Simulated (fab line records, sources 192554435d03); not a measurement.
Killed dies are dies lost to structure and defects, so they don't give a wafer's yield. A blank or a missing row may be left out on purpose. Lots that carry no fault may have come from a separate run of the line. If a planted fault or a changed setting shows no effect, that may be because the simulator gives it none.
Split-lot trial | flow n5Finfet | 7 lots, 21 wafers read, on a route of 1938 steps

SPLIT DETAILS
At N5_BEOL_M14_SPUTTER_44 (material Ta, target thk 15 nm, time 24.19 s), the setting powerW was moved away from the recipe's 15000 W on 6 of the 21 wafers read, by -17.7% to +5.1%. For the rest of the wafers, this setting stayed at what the recipe calls for.

Reading taken at the split's own step.

THE READING
Ta_of_BEOL_M14_SPUTTER_44.thkNm (the simulator's own value, which no gauge read), in nm, at N5_BEOL_M14_SPUTTER_44 (material Ta, target thk 15 nm, time 24.19 s). The file does not state a usual value for it. Here, 15 wafers ran the recipe; their average is 15.1 nm with a standard deviation of 0.12 nm.

wafer  | tool, chamber at the split | powerW as run, W | against the recipe | Ta_of_BEOL_M14_SPUTTER_44.thkNm, nm | against lot-mates on the recipe
L076.1 | pvdSputter-03, -           | 15000            | recipe             | 15.2                                | -
L076.4 | pvdSputter-03, -           | 15000            | recipe             | 15.2                                | -
L076.6 | pvdSputter-03, -           | 15000            | recipe             | 15                                  | -
L077.2 | pvdSputter-03, -           | 15760            | +5.1%              | 15.8                                | +0.8
L077.3 | pvdSputter-03, -           | 15000            | recipe             | 15                                  | -
L077.6 | pvdSputter-03, -           | 15000            | recipe             | 15                                  | -
L082.1 | pvdSputter-03, -           | 15000            | recipe             | 15.2                                | -
L082.4 | pvdSputter-03, -           | 15000            | recipe             | 15.4                                | -
L082.5 | pvdSputter-03, -           | 15000            | recipe             | 15                                  | -
L086.2 | pvdSputter-01, -           | 12340            | -17.7%             | 12.2                                | -3.0
L086.3 | pvdSputter-01, -           | 15000            | recipe             | 15.2                                | -
L086.6 | pvdSputter-01, -           | 12340            | -17.7%             | 12.4                                | -2.8
L093.1 | pvdSputter-01, -           | 15000            | recipe             | 15.2                                | -
L093.2 | pvdSputter-01, -           | 15000            | recipe             | 15                                  | -
L093.6 | pvdSputter-01, -           | 15000            | recipe             | 15                                  | -
L094.1 | pvdSputter-02, -           | 12340            | -17.7%             | 12.8                                | no lot-mate on the recipe
L094.3 | pvdSputter-02, -           | 12340            | -17.7%             | 12.6                                | no lot-mate on the recipe
L094.6 | pvdSputter-02, -           | 12340            | -17.7%             | 12.6                                | no lot-mate on the recipe
L097.2 | pvdSputter-01, -           | 15000            | recipe             | 15.2                                | -
L097.5 | pvdSputter-01, -           | 15000            | recipe             | 15.2                                | -
L097.3 | pvdSputter-01, -           | 15000            | recipe             | 15                                  | -

THE FIT
A straight line over all 21 wafers: Ta_of_BEOL_M14_SPUTTER_44.thkNm changes by +0.146 nm for each +1% of powerW; r = +0.99; the points scatter about the line by 0.15 nm.
The same after taking each lot's own level away (the mean of its wafers on the recipe; 18 wafers): +0.163 nm for each +1%; r = +0.99; scatter 0.11 nm.
Per that fit: largest powerW move, reading shift of 2.9 nm.
From 15.00 to 15.20 nm: that is the span of the lots' own levels, equal to 1.6 times the standard deviation above.
Thus the slope moves with the lot-to-lot level: the two fits are different.
Check: with one of the wafers moved furthest among these (-17.7%) left out of the fit, the line predicts -2.8 nm for it against its lot-mates. Against them it came out at -3 nm.

OTHER SPLITS APPLIED TO THESE WAFERS
Other splits were also applied to these wafers ahead of the reading. Each is held against what the fit with the lots' levels taken away leaves over:
other split on the same wafers | wafers away from the commonest value | r with Ta_of_BEOL_M14_SPUTTER_44.thkNm (lot level and that fit taken away)
N5_BEOL_M10_COAT_22 spinRpm    | 3                                    | +0.06
N5_BEOL_M11_ETCH_62 biasW      | 9                                    | -0.06
N5_BEOL_M11_COAT_63 spinRpm    | 9                                    | -0.17
N5_BEOL_M11_ETCH_41 timeS      | 6                                    | -0.17
N5_BEOL_M13_ETCH_68 timeS      | 5                                    | +0.10
N5_BEOL_M13_SPUTTER_43 timeS   | 6                                    | -0.42
N5_BEOL_M14_ILD_DEP_00 timeS   | 8                                    | -0.20

THE FILE'S OWN FIT
Ta_of_BEOL_M14_SPUTTER_44.thkNm changes by +0.163 nm for each +1% of powerW, r = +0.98.
